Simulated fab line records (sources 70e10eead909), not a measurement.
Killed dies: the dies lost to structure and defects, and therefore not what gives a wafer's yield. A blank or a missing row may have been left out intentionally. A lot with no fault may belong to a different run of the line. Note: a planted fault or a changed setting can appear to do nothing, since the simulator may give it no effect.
A struck lot beside a sound one ; flow nand-harc ; 14 steps out of a route of 1159
Sound: the wafers L299.1, L299.5, L299.6. Struck: wafers L311.4, L311.5, L311.6. Last of all comes the cause.
Per side, at each step with rows, come the tool, then ch with its chambers, and then its first start. Under that, the readings that differ: sound wafers ; struck wafers ; difference of the means ; sigmas: that difference in standard deviations of wafers without a fault.
alike: words and numbers the same on both sides, and readings whose means are apart by under 2 such deviations; not compared: readings that were withheld, readings missing a value for some wafer, numbers with overlapping values and no deviation given by the record, and bounds like >300 which may hide the same value.
A row with sigmas, a row that says differs or no value, or rows on one side alone: a step with any of these is where the two part. When numbers do not overlap yet have no deviation, they are printed without sigmas and do not part them. Lack of a reading on every wafer of one side parts them only where that side has two or more wafers.

NHARC_P_M1_CMP_23: polishes, t overpolish 20 s, target thk 157.82 nm.
  sound on cmp-04 ch 2,3, day 6 20:36; struck on cmp-02 ch 0,1,2, day 10 04:33
  alike: edge-zone-pressure-frac, motor-current-A, time-to-endpoint-s
NHARC_P_M1_THK_MEAS_24: measures by xrf.
  sound: film-metro-02 at day 6 20:55; struck: film-metro-02 at day 10 04:47
  alike: thk-nm
next, for these wafers, 1 step has no rows: NHARC_P_M1_SRD_25.
NHARC_P_M1_INSPECT_27:
  sound: defect-inspect-01 at day 6 21:05; struck: defect-inspect-01 at day 10 04:56
  alike: raw-defect-count
NHARC_P_M1_PRE_CLEAN_32: time 12 s.
  sound on pecvd-02 ch 0,2, day 6 21:11; struck on pecvd-03 ch 0,1,2, day 10 05:02
  alike: heater-power-outer-w, heater-power-w
NHARC_P_M1_DEP_33: deposits SiCN, target thk 30 nm.
  sound on pecvd-02 ch 0,2, day 6 21:17; struck on pecvd-03 ch 0,1,2, day 10 05:13
  alike: heater-power-outer-w, heater-power-w
then, 5 steps without rows for these wafers: NHARC_P_M2_DEP_00 (deposits SiOC, target thk 182.5 nm); NHARC_P_M2_DEHYDRATE_01 (time 120 s); NHARC_P_M2_HMDS_02 (time 30 s); NHARC_P_M2_COAT_34 (time 65 s); NHARC_P_M2_COAT_03 (resist thk 90 nm).
NHARC_P_M2_SOFTBAKE_04: time 55 s.
  sound on litho-track-06 ch 0, day 6 22:00; struck on litho-track-01 ch 0, day 10 05:00
reading;sound;struck;difference;sigmas
heater-power-total-W (W);188.45 188.34 188.40;202.66 202.73 202.67;+14.29;+99 or more
plate-temp-C (C);104.85 104.67 104.83;110.64 110.93 110.79;+6.00;+46
next, for these wafers, 1 step has no rows: NHARC_P_M2_EBR_05.
-- jump in the record: it breaks off in module P_M2 and resumes in module END (first step shown: number 1159 of the route), and 14 days separate the struck wafers' starts before and after --
NHARC_END_SORT_01:
  sound on prober-01 ch 0, day 19 23:37; struck on prober-02 ch 0, day 23 18:56
reading;sound;struck;difference;sigmas
killed-at-other;1 0 0;6 0 1;+2;+2
killed-at-periphery;14 10 12;3 1 3;-10;-3
sort_bin_3_pct (%);0.30 0.30 0.15;0.15 1.33 0.74;+0.49;+2
  alike: defect-limited-yield, killed-at-array, killed-dies, killed-open, killed-short, sort_bin_2_pct, sort_bin_4_pct, sort-n-pass, sort-rim-yield-pct, sort-yield-pct

== WHERE THEY PART ==
Earliest at NHARC_P_M2_SOFTBAKE_04; latest, in this record, at NHARC_END_SORT_01.

WHY: what had been put in by the simulator
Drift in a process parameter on litho-track-01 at NHARC_P_M2_SOFTBAKE_04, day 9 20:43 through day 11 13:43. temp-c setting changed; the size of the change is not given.
